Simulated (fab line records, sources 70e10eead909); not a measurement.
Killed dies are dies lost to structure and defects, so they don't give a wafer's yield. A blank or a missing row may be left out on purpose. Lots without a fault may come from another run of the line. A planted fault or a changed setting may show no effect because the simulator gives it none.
Chamber matching | flow nand_harc | NHARC_P_M2_STRIP_18 on rie_diel-11: 4 sister chambers
The step strips in N2/H2. 4 wafers are shown with their chamber, then 10 later ones without.

WAFERS WITH THEIR CHAMBER
wafer  | chamber | drypump_motor_current_A (A)
L082.5 | 1       | 5.1
L090.1 | 0       | 6.4
L093.1 | 3       | 5.4
L093.2 | 2       | 5.9

WAFERS WITHOUT THEIR CHAMBER
wafer  | drypump_motor_current_A (A)
L093.4 | 6.5
L094.2 | 6.4
L094.5 | 5.1
L094.6 | 5.9
L096.4 | 6.4
L096.5 | 5.1
L096.6 | 5.9
L097.3 | 6.4
L097.5 | 5.8
L097.6 | 5.4

WHICH CHAMBER EACH WENT THROUGH
wafer  | from the rows above | in truth
L093.4 | 0                   | 0
L094.2 | 0                   | 0
L094.5 | 1                   | 1
L094.6 | 2                   | 2
L096.4 | 0                   | 0
L096.5 | 1                   | 1
L096.6 | 2                   | 2
L097.3 | 0                   | 0
L097.5 | 2                   | 2
L097.6 | 3                   | 3
Placed correctly: 10 of 10. Can't be placed from these rows: 0. Placed wrongly: 0.
How it was worked out, from the rows above alone: a wafer's distance from a chamber is the root of the sum, over the readings, of the square of ((its reading less the chamber's mean) divided by the reading's scatter). The wafer belongs to the nearest chamber; if the next one is less than 2 further off, it can't be placed. A chamber's mean is the mean of its shown wafers. The scatter: with one shown wafer a chamber, the root of the mean of the squares of how far each hidden wafer lies from its nearest shown one.
